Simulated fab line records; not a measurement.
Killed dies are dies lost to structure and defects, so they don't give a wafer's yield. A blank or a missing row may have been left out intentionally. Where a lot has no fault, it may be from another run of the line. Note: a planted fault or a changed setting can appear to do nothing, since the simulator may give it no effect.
Which tool did it? :: flow nand_harc :: 33 wafers from 11 lots sampled at 4 of the route's 1302 steps

WHAT THE GAUGES READ, wafer by wafer
NHARC_A_SIN_REMOVE_INSPECT_04.
lot: L415
measured: day 20 20:39
on: defect_inspect-02
raw_defect_count: 437 355 376

lot: L419
measured: day 21 12:11
on: defect_inspect-01
raw_defect_count: 342 330 354

lot: L423
measured: day 24 03:41
on: defect_inspect-02
raw_defect_count: 647 606 575

lot: L425
measured: day 24 12:32
on: defect_inspect-01
raw_defect_count: 631 638 661

lot: L428
measured: day 25 15:11
on: defect_inspect-02
raw_defect_count: 341 269 383

lot: L431
measured: day 26 13:44
on: defect_inspect-01
raw_defect_count: 294 301 374

lot: L433
measured: day 27 15:36
on: defect_inspect-01
raw_defect_count: 305 280 302

lot: L434
measured: day 28 00:13
on: defect_inspect-02
raw_defect_count: 227 354 365

lot: L435
measured: day 28 14:17
on: defect_inspect-02
raw_defect_count: 277 277 285

lot: L437
measured: day 29 02:11
on: defect_inspect-02
raw_defect_count: 231 267 255

lot: L438
measured: day 29 22:22
on: defect_inspect-02
raw_defect_count: 227 250 300

EACH LOT AND THE TOOL THAT RAN IT (in order: tool; ch and the chambers of the sampled wafers; start)
lot: L415
NHARC_A_SGD_CUT_ETCHBACK_24: rie_diel-02 ch 0,3, day 19 22:58
NHARC_A_SLIT_ETCH_26: har_etch-02 ch 0,1, day 20 12:37
NHARC_A_SLIT_ETCH_29: rie_diel-06 ch 0,1,2, day 20 13:30

lot: L419
NHARC_A_SGD_CUT_ETCHBACK_24: rie_diel-12 ch 0,2,3, day 20 16:20
NHARC_A_SLIT_ETCH_26: har_etch-02 ch 0,1, day 21 04:10
NHARC_A_SLIT_ETCH_29: rie_diel-10 ch 0,3, day 21 04:58

lot: L423
NHARC_A_SGD_CUT_ETCHBACK_24: rie_diel-12 ch 0,2,3, day 23 09:33
NHARC_A_SLIT_ETCH_26: har_etch-02 ch 0,1, day 23 20:00
NHARC_A_SLIT_ETCH_29: rie_diel-10 ch 0,1, day 23 20:51

lot: L425
NHARC_A_SGD_CUT_ETCHBACK_24: rie_diel-07 ch 0,1, day 23 16:48
NHARC_A_SLIT_ETCH_26: har_etch-02 ch 0,1, day 24 04:32
NHARC_A_SLIT_ETCH_29: rie_diel-06 ch 1,2, day 24 05:20

lot: L428
NHARC_A_SGD_CUT_ETCHBACK_24: rie_diel-07 ch 1,2,3, day 24 19:58
NHARC_A_SLIT_ETCH_26: har_etch-01 ch 0,1, day 25 07:09
NHARC_A_SLIT_ETCH_29: rie_diel-10 ch 0,2,3, day 25 08:03

lot: L431
NHARC_A_SGD_CUT_ETCHBACK_24: rie_diel-07 ch 0,1,2, day 25 19:47
NHARC_A_SLIT_ETCH_26: har_etch-01 ch 0,1, day 26 06:42
NHARC_A_SLIT_ETCH_29: rie_diel-03 ch 0,1, day 26 07:34

lot: L433
NHARC_A_SGD_CUT_ETCHBACK_24: rie_diel-02 ch 0,1, day 26 18:35
NHARC_A_SLIT_ETCH_26: har_etch-02 ch 0,1, day 27 07:33
NHARC_A_SLIT_ETCH_29: rie_diel-06 ch 0,2, day 27 08:26

lot: L434
NHARC_A_SGD_CUT_ETCHBACK_24: rie_diel-07 ch 1,2,3, day 27 05:38
NHARC_A_SLIT_ETCH_26: har_etch-02 ch 0,1, day 27 16:06
NHARC_A_SLIT_ETCH_29: rie_diel-10 ch 1,3, day 27 16:58

lot: L435
NHARC_A_SGD_CUT_ETCHBACK_24: rie_diel-12 ch 0,1, day 27 19:59
NHARC_A_SLIT_ETCH_26: har_etch-02 ch 0, day 28 06:16
NHARC_A_SLIT_ETCH_29: rie_diel-06 ch 0,2, day 28 07:07

lot: L437
NHARC_A_SGD_CUT_ETCHBACK_24: rie_diel-12 ch 0,1,3, day 28 06:01
NHARC_A_SLIT_ETCH_26: har_etch-02 ch 0, day 28 18:09
NHARC_A_SLIT_ETCH_29: rie_diel-10 ch 1,2,3, day 28 19:02

lot: L438
NHARC_A_SGD_CUT_ETCHBACK_24: rie_diel-12 ch 0,2,3, day 29 01:49
NHARC_A_SLIT_ETCH_26: har_etch-02 ch 0,1, day 29 14:20
NHARC_A_SLIT_ETCH_29: rie_diel-06 ch 0,1,2, day 29 15:14
- NHARC_A_SGD_CUT_ETCHBACK_24: etches the open film in CH3F/O2, target depth 50 nm, time 92.857 s.
- NHARC_A_SLIT_ETCH_26: etches the open film in C4F8/O2/Ar, time 90 s, target depth 400 nm.
- NHARC_A_SLIT_ETCH_29: etches the open film in CF4/O2, target depth 100 nm, overetch 10 nm, time 55 s.

THE ANSWER, worked out from the rows above alone
Rule: the lots themselves supply what counts as usual. Put in order of their means at a reading, lots are off if they are a third of the lots or fewer, leave a main group of 4 or more, and stand apart from it by a gap of 3 or more times the standard deviation of the main group's means; of several such gaps the widest counts. Not used: any main group whose means are identical at the precision the tables above print for the reading. Also off: a lot with no number at a reading for which 4 or more lots have one. All remaining lots with rows at the step are treated as sound.
Off at NHARC_A_SIN_REMOVE_INSPECT_04 (raw_defect_count): L423, L425. Main group: mean 310, sd 41.
If a tool, at a process step before that reading, ran all the lots that are off and no sound lot after the first of them, it fits. Those tools and the gauges at NHARC_A_SIN_REMOVE_INSPECT_04 are tried in the same way. None of those tried fits.

WHAT HAD BEEN PUT IN BY THE SIMULATOR
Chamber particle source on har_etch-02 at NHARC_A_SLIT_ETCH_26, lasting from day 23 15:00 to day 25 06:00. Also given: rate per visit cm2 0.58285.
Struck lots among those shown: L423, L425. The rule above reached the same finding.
